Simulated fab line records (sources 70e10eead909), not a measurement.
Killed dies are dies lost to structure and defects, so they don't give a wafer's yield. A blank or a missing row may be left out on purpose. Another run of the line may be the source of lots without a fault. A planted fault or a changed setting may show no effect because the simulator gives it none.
Code-filled problem report in 8D (eight disciplines) form || flow nand-harc || the parts of the form that need people (team, actions taken, sign-off) are left out

1. THE PROBLEM
thk-nm at NHARC_A_ONON_D1_THK_MEAS_14 reads a mean of 831 nm on 3 wafers of 3 lots; wafers without a fault read 1005 nm with a standard deviation of 10. That puts it -17 standard deviations away from the usual mean.
The step: measures by ellipsometry.
Earliest sighting: wafer L784.1 on film-metro-01 at day 9 10:41. The record has a number at this step for 38 wafers belonging to 13 lots. Rule for "out" (also "out of limits"): further than 4 standard deviations from the usual mean. The rest of the wafers with a number are treated as sound.

2. WHAT IT IS, WHAT IT ISN'T
{"question": "which readings at this step", "is": "thk-nm", "is not": "-"}
{"question": "which lots", "is": "L784, L785, L788", "is not": "L777, L778, L779, L781, L789, L793, L794, L796, L798, L799"}
{"question": "which wafers of those lots", "is": "L784.1, L785.5, L788.5", "is not": "L784.2, L784.3, L785.4, L785.6, L788.3"}
{"question": "read on which gauges", "is": "film-metro-01, film-metro-02", "is not": "-"}
{"question": "when", "is": "from day 9 10:41", "is not": "up to then (14 sound wafers); but 21 sound wafers of L785, L788, L789, L793, L794, L796, L798, L799 came after"}

3. WHAT RULES OUT EACH SUSPECT
Counting: any tool at a process step up to the reading remains a suspect provided it ran every lot that is out. Sound lots after the first of them don't rule it out here, since some wafers of a struck lot are sound.
- the gauge at NHARC_A_ONON_D1_THK_MEAS_14: ruled out. 2 gauges (film-metro-01, film-metro-02) read the wafers that are out.
- rie-diel-11 at NHARC_A_ZERO_WELL_ETCH_19 (etches the open film in N2/H2, target depth 80 nm, overetch 24 nm, time 87.88 s): kept. It ran every lot that is out, first L784 (day 8 12:25); its last sound lot up to then is L777 (day 7 00:01).
- pecvd-onon-04 at NHARC_A_ONON_D1_DEP_12 (target thk 1000 nm): kept. It ran every lot that is out, first L784 (day 9 10:11); its last sound lot up to then is L778 (day 8 02:10).
Remaining after the count are rie-diel-11 at NHARC_A_ZERO_WELL_ETCH_19 and pecvd-onon-04 at NHARC_A_ONON_D1_DEP_12.

4. THE CAUSE (what the simulator had put in)
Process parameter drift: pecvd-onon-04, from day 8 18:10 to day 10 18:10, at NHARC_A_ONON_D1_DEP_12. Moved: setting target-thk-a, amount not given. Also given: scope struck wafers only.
Counting left 2 suspects, and this tool is among them.

5. THE EFFECT CHAIN, in route order
One row per reading whose mean, taken over the struck wafers that have a number, lies over 3 standard deviations from the usual. Scope: only readings with a usual standard deviation given in the record; hours: median across lots of the time from each lot's start at the first step in this table that gives one to its start at this step; sigmas: change in usual standard deviations.
{"hours": 0, "step": "NHARC_A_ONON_D1_THK_MEAS_14", "reading": "thk-nm", "usual": "1005 nm", "on struck wafers": 831, "change": -174, "sigmas": -17}
{"hours": 293, "step": "NHARC_END_SORT_01", "reading": "killed-at-array", "usual": 28, "on struck wafers": 675, "change": "+647", "sigmas": "+71"}
{"hours": 293, "step": "NHARC_END_SORT_01", "reading": "killed-dies", "usual": 32, "on struck wafers": 677, "change": "+645", "sigmas": "+72"}

6. HOW IT WOULD HAVE BEEN CAUGHT EARLIER
The first out-of-limits reading at a measuring or inspecting step in this record came at day 9 10:41, 17 hours after the fault's start at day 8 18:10.
Among the 3 lots that are out, L785, L788 began NHARC_A_ONON_D1_DEP_12 on pecvd-onon-04 after day 9 10:41. A hold on the tool at that time would have spared those 2.
